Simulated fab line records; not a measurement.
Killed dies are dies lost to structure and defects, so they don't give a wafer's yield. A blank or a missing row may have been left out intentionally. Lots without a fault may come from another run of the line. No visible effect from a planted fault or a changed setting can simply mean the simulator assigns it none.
What tool caused it? || flow n5_finfet || 10 lots with 30 wafers sampled at 4 steps, on a route of 1938 steps

== WHAT THE GAUGES READ, wafer by wafer ==
Not one reading of a measure or inspect step in the record can be checked against a usual standard deviation.

== WHAT TOOL EACH LOT RAN ON (gives the tool, then ch and the chambers of the sampled wafers, and finally the start) ==
{"lot": "L880", "N5_BEOL_M6_CURE_74": "uv_cure-02 ch 0, day 8 19:11", "N5_BEOL_M6_STRIP_67": "rie_diel-02 ch 0,1, day 8 22:42", "N5_BEOL_M6_COAT_22": "litho_track-05 ch 0, day 8 23:24", "N5_BEOL_M6_DESCUM_33": "rie_diel-02 ch 0,1, day 8 23:55"}
{"lot": "L884", "N5_BEOL_M6_CURE_74": "uv_cure-02 ch 2, day 10 11:36", "N5_BEOL_M6_STRIP_67": "rie_diel-03 ch 1,3, day 10 13:17", "N5_BEOL_M6_COAT_22": "litho_track-01 ch 0, day 10 13:59", "N5_BEOL_M6_DESCUM_33": "rie_diel-05 ch 0,2, day 10 14:22"}
{"lot": "L887", "N5_BEOL_M6_CURE_74": "uv_cure-01 ch 0, day 11 04:17", "N5_BEOL_M6_STRIP_67": "rie_diel-02 ch 2,3, day 11 06:13", "N5_BEOL_M6_COAT_22": "litho_track-01 ch 0, day 11 06:29", "N5_BEOL_M6_DESCUM_33": "rie_diel-05 ch 0,1, day 11 06:52"}
{"lot": "L889", "N5_BEOL_M6_CURE_74": "uv_cure-01 ch 0, day 11 09:51", "N5_BEOL_M6_STRIP_67": "rie_diel-03 ch 1,2,3, day 11 14:07", "N5_BEOL_M6_COAT_22": "litho_track-01 ch 0, day 11 18:10", "N5_BEOL_M6_DESCUM_33": "rie_diel-05 ch 1,2,3, day 11 18:35"}
{"lot": "L890", "N5_BEOL_M6_CURE_74": "uv_cure-02 ch 2, day 11 14:56", "N5_BEOL_M6_STRIP_67": "rie_diel-05 ch 1,2, day 11 19:28", "N5_BEOL_M6_COAT_22": "litho_track-01 ch 0, day 11 21:36", "N5_BEOL_M6_DESCUM_33": "rie_diel-05 ch 1,2, day 11 21:59"}
{"lot": "L895", "N5_BEOL_M6_CURE_74": "uv_cure-03 ch 0, day 12 17:10", "N5_BEOL_M6_STRIP_67": "rie_diel-02 ch 1,2,3, day 12 20:35", "N5_BEOL_M6_COAT_22": "litho_track-05 ch 0, day 12 21:22", "N5_BEOL_M6_DESCUM_33": "rie_diel-02 ch 0,1,3, day 12 22:26"}
{"lot": "L899", "N5_BEOL_M6_CURE_74": "uv_cure-03 ch 1, day 13 15:44", "N5_BEOL_M6_STRIP_67": "rie_diel-02 ch 0,1,3, day 13 17:10", "N5_BEOL_M6_COAT_22": "litho_track-02 ch 0, day 13 17:31", "N5_BEOL_M6_DESCUM_33": "rie_diel-03 ch 1,2, day 13 18:03"}
{"lot": "L900", "N5_BEOL_M6_CURE_74": "uv_cure-01 ch 1, day 14 06:31", "N5_BEOL_M6_STRIP_67": "rie_diel-02 ch 0,1,2, day 14 09:44", "N5_BEOL_M6_COAT_22": "litho_track-05 ch 0, day 14 10:10", "N5_BEOL_M6_DESCUM_33": "rie_diel-02 ch 0,1,2, day 14 10:34"}
{"lot": "L901", "N5_BEOL_M6_CURE_74": "uv_cure-02 ch 1, day 14 09:31", "N5_BEOL_M6_STRIP_67": "rie_diel-02 ch 1,3, day 14 11:12", "N5_BEOL_M6_COAT_22": "litho_track-01 ch 0, day 14 12:47", "N5_BEOL_M6_DESCUM_33": "rie_diel-02 ch 0,1,2, day 14 13:23"}
{"lot": "L902", "N5_BEOL_M6_CURE_74": "uv_cure-03 ch 2, day 14 21:20", "N5_BEOL_M6_STRIP_67": "rie_diel-02 ch 0,1,3, day 14 23:43", "N5_BEOL_M6_COAT_22": "litho_track-02 ch 0, day 15 00:00", "N5_BEOL_M6_DESCUM_33": "rie_diel-05 ch 0,1, day 15 00:23"}
- N5_BEOL_M6_CURE_74: cures SiCOH lowk, time 240 s.
- N5_BEOL_M6_STRIP_67: strips in CF4.
- N5_BEOL_M6_COAT_22: resist thk 30 nm.
- N5_BEOL_M6_DESCUM_33: chemistry O2, time 7 s.

== AS READ BY THE TOOLS THEMSELVES (means over the sampled wafers that have a number; for cases with no such wafer, the mark the record gives instead) ==
N5_BEOL_M6_CURE_74. Usual: lamp_power_pct 52.31 %, standard deviation 0.053; wafer_temp_C_max 387.3, standard deviation 0.73.
{"lot": "L880", "tool": "uv_cure-02", "lamp_power_pct (%)": 52.27, "wafer_temp_C_max": 387.0, "flag": ""}
{"lot": "L884", "tool": "uv_cure-02", "lamp_power_pct (%)": 52.35, "wafer_temp_C_max": 388.4, "flag": ""}
{"lot": "L887", "tool": "uv_cure-01", "lamp_power_pct (%)": 52.31, "wafer_temp_C_max": 387.1, "flag": ""}
{"lot": "L889", "tool": "uv_cure-01", "lamp_power_pct (%)": 52.34, "wafer_temp_C_max": 387.6, "flag": ""}
{"lot": "L890", "tool": "uv_cure-02", "lamp_power_pct (%)": 52.30, "wafer_temp_C_max": 388.5, "flag": ""}
{"lot": "L895", "tool": "uv_cure-03", "lamp_power_pct (%)": 52.31, "wafer_temp_C_max": 387.5, "flag": ""}
{"lot": "L899", "tool": "uv_cure-03", "lamp_power_pct (%)": 52.28, "wafer_temp_C_max": 387.1, "flag": ""}
{"lot": "L900", "tool": "uv_cure-01", "lamp_power_pct (%)": 52.29, "wafer_temp_C_max": 386.5, "flag": ""}
{"lot": "L901", "tool": "uv_cure-02", "lamp_power_pct (%)": 52.30, "wafer_temp_C_max": 386.1, "flag": ""}
{"lot": "L902", "tool": "uv_cure-03", "lamp_power_pct (%)": 52.30, "wafer_temp_C_max": 387.7, "flag": ""}

N5_BEOL_M6_STRIP_67. Usual: bias_power_w 75.03 W, standard deviation 0.24; drypump_motor_current_A 5.9 A, standard deviation 0.41; oes_product_au 0.78 a.u., standard deviation 0.096; rf_vpp_V 270.7 V, standard deviation 1.6; showerhead_plenum_p_Torr 1.77 Torr, standard deviation 0.058; throttle_valve_pct 13.56 %, standard deviation 0.2.
{"lot": "L880", "tool": "rie_diel-02", "bias_power_w (W)": 74.98, "drypump_motor_current_A (A)": 6.0, "oes_product_au (a.u.)": 0.74, "rf_vpp_V (V)": 269.2, "showerhead_plenum_p_Torr (Torr)": 1.71, "throttle_valve_pct (%)": 13.57, "flag": ""}
{"lot": "L884", "tool": "rie_diel-03", "bias_power_w (W)": 74.98, "drypump_motor_current_A (A)": 6.1, "oes_product_au (a.u.)": 0.72, "rf_vpp_V (V)": 270.9, "showerhead_plenum_p_Torr (Torr)": 1.78, "throttle_valve_pct (%)": 13.51, "flag": ""}
{"lot": "L887", "tool": "rie_diel-02", "bias_power_w (W)": 75.06, "drypump_motor_current_A (A)": 5.9, "oes_product_au (a.u.)": 0.88, "rf_vpp_V (V)": 271.2, "showerhead_plenum_p_Torr (Torr)": 1.76, "throttle_valve_pct (%)": 13.46, "flag": ""}
{"lot": "L889", "tool": "rie_diel-03", "bias_power_w (W)": 75.10, "drypump_motor_current_A (A)": 5.9, "oes_product_au (a.u.)": 0.80, "rf_vpp_V (V)": 271.5, "showerhead_plenum_p_Torr (Torr)": 1.77, "throttle_valve_pct (%)": 13.45, "flag": ""}
{"lot": "L890", "tool": "rie_diel-05", "bias_power_w (W)": 74.99, "drypump_motor_current_A (A)": 5.3, "oes_product_au (a.u.)": 0.75, "rf_vpp_V (V)": 271.5, "showerhead_plenum_p_Torr (Torr)": 1.80, "throttle_valve_pct (%)": 13.69, "flag": ""}
{"lot": "L895", "tool": "rie_diel-02", "bias_power_w (W)": 75.11, "drypump_motor_current_A (A)": 5.7, "oes_product_au (a.u.)": 0.80, "rf_vpp_V (V)": 270.7, "showerhead_plenum_p_Torr (Torr)": 1.78, "throttle_valve_pct (%)": 13.53, "flag": ""}
{"lot": "L899", "tool": "rie_diel-02", "bias_power_w (W)": 75.12, "drypump_motor_current_A (A)": 5.9, "oes_product_au (a.u.)": 0.74, "rf_vpp_V (V)": 270.0, "showerhead_plenum_p_Torr (Torr)": 1.73, "throttle_valve_pct (%)": 13.65, "flag": ""}
{"lot": "L900", "tool": "rie_diel-02", "bias_power_w (W)": 75.03, "drypump_motor_current_A (A)": 5.9, "oes_product_au (a.u.)": 0.75, "rf_vpp_V (V)": 269.1, "showerhead_plenum_p_Torr (Torr)": 1.74, "throttle_valve_pct (%)": 13.61, "flag": ""}
{"lot": "L901", "tool": "rie_diel-02", "bias_power_w (W)": 74.95, "drypump_motor_current_A (A)": 5.7, "oes_product_au (a.u.)": 0.76, "rf_vpp_V (V)": 270.3, "showerhead_plenum_p_Torr (Torr)": 1.76, "throttle_valve_pct (%)": 13.62, "flag": ""}
{"lot": "L902", "tool": "rie_diel-02", "bias_power_w (W)": 74.99, "drypump_motor_current_A (A)": 5.9, "oes_product_au (a.u.)": 0.73, "rf_vpp_V (V)": 269.6, "showerhead_plenum_p_Torr (Torr)": 1.73, "throttle_valve_pct (%)": 13.68, "flag": ""}

N5_BEOL_M6_COAT_22. Usual: spin_speed_rpm reads 1500.0 rpm (standard deviation 0.86).
{"lot": "L880", "tool": "litho_track-05", "spin_speed_rpm (rpm)": 1499.9, "flag": ""}
{"lot": "L884", "tool": "litho_track-01", "spin_speed_rpm (rpm)": 1500.0, "flag": ""}
{"lot": "L887", "tool": "litho_track-01", "spin_speed_rpm (rpm)": 1432.6, "flag": "OFF"}
{"lot": "L889", "tool": "litho_track-01", "spin_speed_rpm (rpm)": 1432.7, "flag": "OFF"}
{"lot": "L890", "tool": "litho_track-01", "spin_speed_rpm (rpm)": 1432.3, "flag": "OFF"}
{"lot": "L895", "tool": "litho_track-05", "spin_speed_rpm (rpm)": 1499.2, "flag": ""}
{"lot": "L899", "tool": "litho_track-02", "spin_speed_rpm (rpm)": 1500.1, "flag": ""}
{"lot": "L900", "tool": "litho_track-05", "spin_speed_rpm (rpm)": 1500.8, "flag": ""}
{"lot": "L901", "tool": "litho_track-01", "spin_speed_rpm (rpm)": 1499.7, "flag": ""}
{"lot": "L902", "tool": "litho_track-02", "spin_speed_rpm (rpm)": 1500.1, "flag": ""}

N5_BEOL_M6_DESCUM_33. Usual: bias_power_w 20.00 W (standard deviation 0.06); drypump_motor_current_A 5.8 A (standard deviation 0.45); oes_product_au 0.79 a.u. (standard deviation 0.1); rf_fwd_power_W 49.3 W (standard deviation 0.31); rf_vpp_V 243.0 V (standard deviation 1.4); showerhead_plenum_p_Torr 2.08 Torr (standard deviation 0.083); throttle_valve_pct 20.40 % (standard deviation 0.25).
{"lot": "L880", "tool": "rie_diel-02", "bias_power_w (W)": 20.03, "drypump_motor_current_A (A)": 6.0, "oes_product_au (a.u.)": 0.74, "rf_fwd_power_W (W)": 49.5, "rf_vpp_V (V)": 241.7, "showerhead_plenum_p_Torr (Torr)": 1.99, "throttle_valve_pct (%)": 20.35, "flag": ""}
{"lot": "L884", "tool": "rie_diel-05", "bias_power_w (W)": 20.03, "drypump_motor_current_A (A)": 5.6, "oes_product_au (a.u.)": 0.83, "rf_fwd_power_W (W)": 49.2, "rf_vpp_V (V)": 243.7, "showerhead_plenum_p_Torr (Torr)": 2.08, "throttle_valve_pct (%)": 20.19, "flag": ""}
{"lot": "L887", "tool": "rie_diel-05", "bias_power_w (W)": 19.99, "drypump_motor_current_A (A)": 5.4, "oes_product_au (a.u.)": 0.68, "rf_fwd_power_W (W)": 49.8, "rf_vpp_V (V)": 243.5, "showerhead_plenum_p_Torr (Torr)": 2.17, "throttle_valve_pct (%)": 20.71, "flag": ""}
{"lot": "L889", "tool": "rie_diel-05", "bias_power_w (W)": 19.97, "drypump_motor_current_A (A)": 5.7, "oes_product_au (a.u.)": 0.74, "rf_fwd_power_W (W)": 49.1, "rf_vpp_V (V)": 243.5, "showerhead_plenum_p_Torr (Torr)": 2.11, "throttle_valve_pct (%)": 20.53, "flag": ""}
{"lot": "L890", "tool": "rie_diel-05", "bias_power_w (W)": 19.98, "drypump_motor_current_A (A)": 5.4, "oes_product_au (a.u.)": 0.81, "rf_fwd_power_W (W)": 48.9, "rf_vpp_V (V)": 242.6, "showerhead_plenum_p_Torr (Torr)": 2.07, "throttle_valve_pct (%)": 20.32, "flag": ""}
{"lot": "L895", "tool": "rie_diel-02", "bias_power_w (W)": 19.97, "drypump_motor_current_A (A)": 5.9, "oes_product_au (a.u.)": 0.74, "rf_fwd_power_W (W)": 49.4, "rf_vpp_V (V)": 242.3, "showerhead_plenum_p_Torr (Torr)": 2.02, "throttle_valve_pct (%)": 20.41, "flag": ""}
{"lot": "L899", "tool": "rie_diel-03", "bias_power_w (W)": 19.97, "drypump_motor_current_A (A)": 6.0, "oes_product_au (a.u.)": 0.80, "rf_fwd_power_W (W)": 49.5, "rf_vpp_V (V)": 243.5, "showerhead_plenum_p_Torr (Torr)": 2.06, "throttle_valve_pct (%)": 20.34, "flag": ""}
{"lot": "L900", "tool": "rie_diel-02", "bias_power_w (W)": 19.96, "drypump_motor_current_A (A)": 5.8, "oes_product_au (a.u.)": 0.75, "rf_fwd_power_W (W)": 49.3, "rf_vpp_V (V)": 242.6, "showerhead_plenum_p_Torr (Torr)": 2.03, "throttle_valve_pct (%)": 20.41, "flag": ""}
{"lot": "L901", "tool": "rie_diel-02", "bias_power_w (W)": 19.99, "drypump_motor_current_A (A)": 5.9, "oes_product_au (a.u.)": 0.75, "rf_fwd_power_W (W)": 49.3, "rf_vpp_V (V)": 243.2, "showerhead_plenum_p_Torr (Torr)": 2.03, "throttle_valve_pct (%)": 20.41, "flag": ""}
{"lot": "L902", "tool": "rie_diel-05", "bias_power_w (W)": 20.07, "drypump_motor_current_A (A)": 5.6, "oes_product_au (a.u.)": 0.94, "rf_fwd_power_W (W)": 49.7, "rf_vpp_V (V)": 244.2, "showerhead_plenum_p_Torr (Torr)": 2.16, "throttle_valve_pct (%)": 20.25, "flag": ""}

== THE ANSWER, worked out from the rows above alone ==
Rule: a lot counts as off when the mean over its wafers that have a number is more than 3 standard deviations away from the usual mean. A lot without any number at a reading at which 4 lots or more have one is off too. The other lots that the step has rows for count as sound. After the gauges, taken in route order, come the tools' own readings; for these a lot's mean is taken, as printed above. The first step at which some lot is off is used, and at that step the reading that is off furthest; a lot without a number counts as furthest.
Off: L887, L889, L890 (N5_BEOL_M6_COAT_22, spin_speed_rpm).
If a tool, at that step or one of the process steps before it, ran each lot that is off and ran no sound lot following the first of them, it fits. Of those tried, none fits.

== WHAT THE SIMULATOR PUT IN ==
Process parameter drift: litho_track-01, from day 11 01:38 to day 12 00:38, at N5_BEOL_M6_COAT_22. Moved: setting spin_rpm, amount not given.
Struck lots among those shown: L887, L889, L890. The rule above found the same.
